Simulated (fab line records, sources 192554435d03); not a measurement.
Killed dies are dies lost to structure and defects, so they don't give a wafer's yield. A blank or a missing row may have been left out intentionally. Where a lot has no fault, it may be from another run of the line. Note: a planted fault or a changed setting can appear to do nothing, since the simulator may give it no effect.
fab line records    flow n5-finfet
record lots=7  wafers=21  last-day=18
route steps=1938 shown BEOL_M2@863
lots that met no fault: from a run of the same line without faults
start-h: hours from the record's first day to the start of the lot's first wafer shown    wait-h: how many hours have passed since the lot's step before this one    " the same as in the row above    L1.1+2: a single row standing in for several wafers    - no value, or no start given    * or withheld: withheld    < > ~ a bound
route shown NAME@n: names a module that has steps shown in the file, with the first one's number in the route    usual: average and standard deviation across the fault-free wafers    same: alike in all rows    chamber/n: place in a boat    sites: each site's reading    _std_site: the standard deviation of these    _edge_site: inner sites' mean taken away from outer sites' mean    radius-mm: for every site, how far away it sits from the centre of the wafer    mask NAME#n: copy n    behind: the tool/chamber that last shaped the wafer    hold: cause of the lot's hold/its duration in hours/its outcome    device: which transistor (n, p or np) failed to switch    end of line: tests run on the same wafers once the route is complete    a step given without rows: its recipe and nothing more    killed: count of dies lost to structure and defects at first sort (not the wafer's yield)    map: a wafer's dies, marking killed ones x, the rest . and places with no die _
set.NAME: the setting as run; set.NAME@STEP: as run at that earlier step    model.NAME: the simulator's own value behind a step, which no gauge read
lots seen at some steps along the route; tables by step, rows by wafer
services: a tool's chamber out of use, with start hour (start-h, from the record's first day; less than 0 if before it), hours out, and reason
## steps
# step N5_BEOL_M2_STRIP_66
# recipe chemistry=CF4  resist=SiARC  power-w=300  bias-power-w=75  pressure-mtorr=50  cf4-flow-sccm=150  rf-frequency-hz=6e+07
# usual drypump-motor-current-A=5.5/0.36  oes-product-au=0.76/0.075  rf-vpp-V=271.1/1.7  showerhead-plenum-p-Torr=1.80/0.066  throttle-valve-pct=13.61/0.19
lot.wafer  tool         chamber  start-h  wait-h  drypump-motor-current-A  oes-product-au  rf-hours-counter-h  rf-vpp-V  showerhead-plenum-p-Torr  throttle-valve-pct
L761.1     rie-diel-04  1        154.17   0.0     5.3                      0.70            210                 270.9     1.84                      13.82
L761.2     "            2        "        "       4.8                      0.88            32                  272.5     1.76                      13.41
L761.5     "            0        "        "       5.9                      0.70            -                   268.8     1.72                      13.80
L764.1     rie-diel-04  3        155.41   0.0     5.6                      0.70            184                 270.6     1.72                      13.68
L764.3     "            1        "        "       5.3                      0.70            211                 272.1     1.84                      13.83
L764.6     "            0        "        "       5.9                      0.70            -                   269.5     1.72                      13.81
L766.2     rie-diel-04  0        168.32   0.0     5.9                      0.70            192                 269.6     1.72                      13.82
L766.3     "            2        "        "       4.8                      0.88            37                  269.7     1.76                      13.42
L766.5     "            0        "        "       5.8                      0.70            -                   268.8     1.72                      13.80
L765.1     rie-diel-04  2        168.67   0.0     4.8                      0.88            38                  270.6     1.76                      13.41
L765.2     "            0        "        "       5.9                      0.70            192                 270.2     1.72                      13.81
L765.5     "            2        "        "       4.8                      0.88            -                   270.3     1.76                      13.41
L776.1     rie-diel-05  1        226.74   0.0     5.5                      0.72            209                 270.6     1.72                      13.80
L776.5     "            2        "        "       5.9                      0.70            -                   270.8     1.85                      13.66
L776.6     "            1        "        "       5.5                      0.71            -                   270.0     1.72                      13.79
L778.1     rie-diel-05  3        246.53   0.0     5.7                      0.85            38                  275.1     1.89                      13.40
L778.3     "            0        "        "       5.0                      0.78            95                  271.8     1.82                      13.34
L778.4     "            1        "        "       5.5                      0.72            211                 270.5     1.72                      13.78
L783.1     rie-diel-02  3        276.65   0.0     5.4                      0.83            72                  273.2     1.84                      13.59
L783.2     "            0        "        "       5.6                      0.68            235                 268.7     1.70                      13.71
L783.3     "            2        "        "       5.9                      0.68            234                 271.2     1.84                      13.89
# step N5_BEOL_M2_HM_OPEN_17
# recipe chemistry=Cl2/BCl3  target-depth-a=200  overetch-a=60  target=TiN  mask-material=SOC  ion-energy-ev=150  pressure-mtorr=10  icp-w=1000  bias-w=126  Cl2_flow_sccm=53.25  bcl3-flow-sccm=21.75  Ar_flow_sccm=25
# usual bcl3-flow-sccm=21.76/0.063  drypump-motor-current-A=5.8/0.38  oes_ar_750_au=0.72/0.11  oes-product-au=0.63/0.091  throttle-valve-pct=22.35/0.19
lot.wafer  tool          chamber  start-h  wait-h  bcl3-flow-sccm  drypump-motor-current-A  oes_ar_750_au  oes-product-au  rf-hours-counter-h  throttle-valve-pct
L761.1     rie-metal-02  1        154.21   0.0     21.82           5.5                      0.67           0.60            83                  22.48
L761.2     "             0        "        "       21.74           6.1                      0.93           0.79            6                   22.02
L761.5     "             0        "        "       21.67           6.1                      0.93           0.78            -                   22.03
L764.1     rie-metal-03  0        155.45   0.0     21.76           6.1                      0.83           0.71            23                  22.50
L764.3     "             0        "        "       21.81           6.1                      0.83           0.72            -                   22.50
L764.6     "             1        "        "       21.76           6.0                      0.62           0.54            -                   22.17
L766.2     rie-metal-03  1        168.36   0.0     21.75           6.0                      0.62           0.53            118                 22.17
L766.3     "             1        "        "       21.70           6.0                      0.62           0.53            -                   22.16
L766.5     "             1        "        "       21.72           6.0                      0.62           0.53            -                   22.18
L765.1     rie-metal-03  0        168.71   0.0     21.83           6.1                      0.83           0.71            23                  22.50
L765.2     "             1        "        "       21.68           6.0                      0.62           0.54            118                 22.18
L765.5     "             1        "        "       21.80           6.0                      0.61           0.53            -                   22.15
L776.1     rie-metal-02  0        226.78   0.0     21.83           6.1                      0.90           0.77            13                  22.02
L776.5     "             0        "        "       21.81           6.1                      0.90           0.77            -                   22.04
L776.6     "             1        "        "       21.74           5.5                      0.67           0.59            -                   22.49
L778.1     rie-metal-02  0        246.57   0.0     21.76           6.1                      0.89           0.75            15                  22.04
L778.3     "             1        "        "       21.77           5.5                      0.67           0.59            -                   22.50
L778.4     "             0        "        "       21.84           6.1                      0.89           0.75            -                   22.04
L783.1     rie-metal-02  0        276.69   0.0     21.72           6.1                      0.87           0.73            18                  22.07
L783.2     "             1        "        "       21.80           5.5                      0.65           0.57            95                  22.52
L783.3     "             1        "        "       21.77           5.5                      0.65           0.57            -                   22.52
# step N5_BEOL_M2_STRIP_19
# recipe chemistry=O2  power-w=400  temp-c=40  pressure-mtorr=30  rf-frequency-hz=6e+07  bias-power-w=0  overash-fraction=0.2  o2-flow-sccm=225
# usual drypump-motor-current-A=5.5/0.35  oes-product-au=0.78/0.085  rf-vpp-V=3.6/0.5  showerhead-plenum-p-Torr=2.09/0.084  throttle-valve-pct=16.61/0.17
lot.wafer  tool         chamber  start-h  wait-h  drypump-motor-current-A  oes-product-au  rf-hours-counter-h  rf-vpp-V  showerhead-plenum-p-Torr  throttle-valve-pct
L761.1     rie-diel-04  0        154.38   0.1     5.9                      0.72            187                 3.4       1.98                      16.74
L761.2     "            2        "        "       4.8                      0.90            32                  3.1       2.06                      16.58
L761.5     "            0        "        "       5.9                      0.71            -                   3.2       1.98                      16.74
L764.1     rie-diel-05  1        155.63   0.1     5.5                      0.75            183                 3.5       1.98                      16.64
L764.3     "            3        "        "       5.7                      0.93            9                   3.1       2.21                      16.37
L764.6     "            3        "        "       5.7                      0.93            -                   4.6       2.21                      16.38
L766.2     rie-diel-05  3        168.47   0.1     5.7                      0.92            13                  3.8       2.21                      16.37
L766.3     "            0        "        "       5.0                      0.81            77                  4.2       2.12                      16.29
L766.5     "            1        "        "       5.5                      0.74            -                   3.8       1.98                      16.65
L765.1     rie-diel-05  2        168.82   0.1     5.9                      0.71            193                 3.4       2.18                      16.68
L765.2     "            3        "        "       5.7                      0.92            13                  3.3       2.21                      16.39
L765.5     "            0        "        "       4.9                      0.80            -                   3.9       2.12                      16.29
L776.1     rie-diel-05  2        226.94   0.1     5.9                      0.70            217                 2.8       2.18                      16.72
L776.5     "            0        "        "       4.9                      0.79            -                   3.7       2.11                      16.32
L776.6     "            3        "        "       5.7                      0.88            -                   4.3       2.21                      16.42
L778.1     rie-diel-02  3        246.68   0.1     5.4                      0.86            62                  2.9       2.12                      16.55
L778.3     "            2        "        "       5.9                      0.69            225                 3.4       2.15                      16.83
L778.4     "            0        "        "       5.6                      0.69            226                 4.2       1.98                      16.75
L783.1     rie-diel-02  1        276.81   0.1     5.0                      0.83            68                  3.6       2.14                      16.49
L783.2     "            0        "        "       5.7                      0.69            235                 3.4       1.98                      16.76
L783.3     "            3        "        "       5.4                      0.85            72                  3.5       2.12                      16.57
# step N5_BEOL_M2_CD_MEAS_18
# recipe pitch-nm=36  target-cd-nm=18
# usual cd-nm=17.9/0.35
lot.wafer  tool       chamber  start-h  wait-h  cd-nm
L761.1     cd-sem-03  -        154.45   0.0     17.9
L761.2     "          -        "        "       18.0
L761.5     "          -        "        "       18.2
L764.1     cd-sem-01  -        155.70   0.0     17.9
L764.3     "          -        "        "       17.9
L764.6     "          -        "        "       18.2
L766.2     cd-sem-02  -        168.54   0.1     18.4
L766.3     "          -        "        "       18.1
L766.5     "          -        "        "       18.8
L765.1     cd-sem-01  -        168.89   0.0     18.2
L765.2     "          -        "        "       18.0
L765.5     "          -        "        "       18.5
L776.1     cd-sem-03  -        227.01   0.0     17.7
L776.5     "          -        "        "       18.1
L776.6     "          -        "        "       17.3
L778.1     cd-sem-03  -        246.75   0.0     18.7
L778.3     "          -        "        "       18.0
L778.4     "          -        "        "       17.9
L783.1     cd-sem-02  -        276.88   0.0     18.4
L783.2     "          -        "        "       17.5
L783.3     "          -        "        "       17.6
# step N5_BEOL_M2_COAT_67
# recipe resist=SOC  temp-c=250  time-s=60  spin-rpm=1500  resist-thk-nm=60
# step N5_BEOL_M2_COAT_68
# recipe resist=SiARC  temp-c=220  time-s=60  spin-rpm=1500  resist-thk-nm=12
# step N5_BEOL_M2_COAT_76
# recipe resist=underlayer  temp-c=205  time-s=60  spin-rpm=1500  resist-thk-nm=5
# step N5_BEOL_M2_COAT_22
# recipe resist=CAR-EUV  spin-rpm=1500  resist-thk-nm=30
# step N5_BEOL_M2_EBR_24
# recipe solvent=PGMEA  ebr-width-mm=1.5
# step N5_BEOL_M2_SOFTBAKE_23
# recipe temp-c=110  time-s=60  resist=CAR-EUV
# step N5_BEOL_M2_EXPOSE_25
# recipe mask-id=V1  na=0.33  source-shape=quasar  sigma-inner=0.2  sigma-outer=0.8  polarization=unpolarized  defocus-nm=5  dose-mj=63
# step N5_BEOL_M2_PEB_26
# recipe peb-temp-c=100  peb-time-s=60  resist=CAR-EUV
# step N5_BEOL_M2_DEVELOP_27
# recipe develop-time-s=30  developer=TMAH  resist=CAR-EUV  rinse-liquid=surfactant-rinse  dry=air-spin  dev-temp-c=23
# usual chill-plate-temp-C=23.00/0.1  develop-time-s=30/0
lot.wafer  tool            chamber  start-h  wait-h  chill-plate-temp-C  develop-time-s  model.CAR-EUV_of_BEOL_M2_COAT_22.thk-nm
L761.1     litho-track-04  0        154.71   -       22.82               30              29.6
L761.2     "               0        "        "       22.86               30              29.8
L761.5     "               0        "        "       23.07               30              29.8
L764.1     litho-track-02  -        156.09   -       -                   -               30.2
L764.3     "               -        "        "       -                   -               30.2
L764.6     "               -        "        "       -                   -               30.2
L766.2     litho-track-01  -        168.80   -       -                   -               30
L766.3     "               -        "        "       -                   -               30
L766.5     "               -        "        "       -                   -               30.2
L765.1     litho-track-01  -        169.15   -       -                   -               30.2
L765.2     "               -        "        "       -                   -               30.2
L765.5     "               -        "        "       -                   -               30.2
L776.1     litho-track-02  0        227.39   -       22.99               30              29.6
L776.5     "               0        "        "       22.96               30              29.6
L776.6     "               0        "        "       22.90               30              29.6
L778.1     litho-track-01  0        247.14   -       23.09               30              29.6
L778.3     "               0        "        "       23.11               30              29.4
L778.4     "               0        "        "       23.27               30              29.6
L783.1     litho-track-04  0        277.14   -       22.85               30              29.6
L783.2     "               0        "        "       22.89               30              29.4
L783.3     "               0        "        "       22.83               30              29.4
# step N5_BEOL_M2_CD_MEAS_28
# recipe target-cd-nm=26.2  landing-energy-ev=500  detector=se-inlens  target-cd-y-nm=24.1  polarity=opening
# usual cd-nm=26.25/0.26
lot.wafer  tool       chamber  start-h  wait-h  cd-nm
L761.1     cd-sem-01  0        154.77   -       26.13
L761.2     "          0        "        "       26.48
L761.5     "          0        "        "       26.34
L764.1     cd-sem-02  0        156.14   -       -
L764.3     "          0        "        "       -
L764.6     "          0        "        "       -
L766.2     cd-sem-01  0        168.86   -       -
L766.3     "          0        "        "       -
L766.5     "          0        "        "       -
L765.1     cd-sem-02  0        169.21   -       -
L765.2     "          0        "        "       -
L765.5     "          0        "        "       -
L776.1     cd-sem-03  0        227.45   -       25.78
L776.5     "          0        "        "       26.24
L776.6     "          0        "        "       26.19
L778.1     cd-sem-03  0        247.20   -       26.85
L778.3     "          0        "        "       26.54
L778.4     "          0        "        "       26.37
L783.1     cd-sem-01  0        277.19   -       26.30
L783.2     "          0        "        "       26.15
L783.3     "          0        "        "       26.39
## services
tool            chamber  start-h  hours  kind
rie-diel-04     3        144.48   1.3    repair
rie-diel-04     1        165.57   6.6    repair
rie-diel-02     1        169.13   2.1    repair
rie-diel-04     -        212.45   14.6   pm
rie-diel-05     0        213.96   11.5   repair
litho-track-02  -        216.55   -      consumable-replace:filter
rie-diel-05     -        227.23   15.6   pm
litho-track-01  -        235.54   -      consumable-replace:filter
rie-metal-03    1        243.22   -      clean
rie-metal-03    1        243.22   25.3   scheduled-down
rie-metal-03    1        243.22   25.3   vent-cycle
rie-metal-03    -        245.41   2.8    pm
rie-diel-05     1        253.43   2.5    repair
litho-track-01  -        264.64   -      consumable-replace:filter
rie-diel-02     -        273.16   0.6    repair
## key
first-sign step=N5_BEOL_M2_DEVELOP_27  reading=tool-record  direction=missing
effect none on later readings
model-effect step=N5_BEOL_M2_DEVELOP_27  value=CAR-EUV_of_BEOL_M2_COAT_22.thk-nm  without=29.69  struck=30.16
met-at N5_BEOL_M2_DEVELOP_27
struck-wafers L764.1,L764.3,L764.6,L765.1,L765.2,L765.5,L766.2,L766.3,L766.5
later-rows-left-out L764.1,L764.3,L764.6,L765.1,L765.2,L765.5,L766.2,L766.3,L766.5
sort-left-out L764.1,L764.3,L764.6,L765.1,L765.2,L765.5,L766.2,L766.3,L766.5
fault kind=skipped-step-whole  tool=litho-track-01,litho-track-02  chamber=-  onset-h=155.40  steps=N5_BEOL_M2_DEVELOP_27  scope=struck-lots-only
# sort-left-out: the simulated sort isn't trusted on such a fault, so these wafers' sort isn't shown, and their yield isn't known
# later-rows-left-out: the simulator's readings of these wafers behind a module that went badly wrong aren't trusted and aren't shown, but for the sort
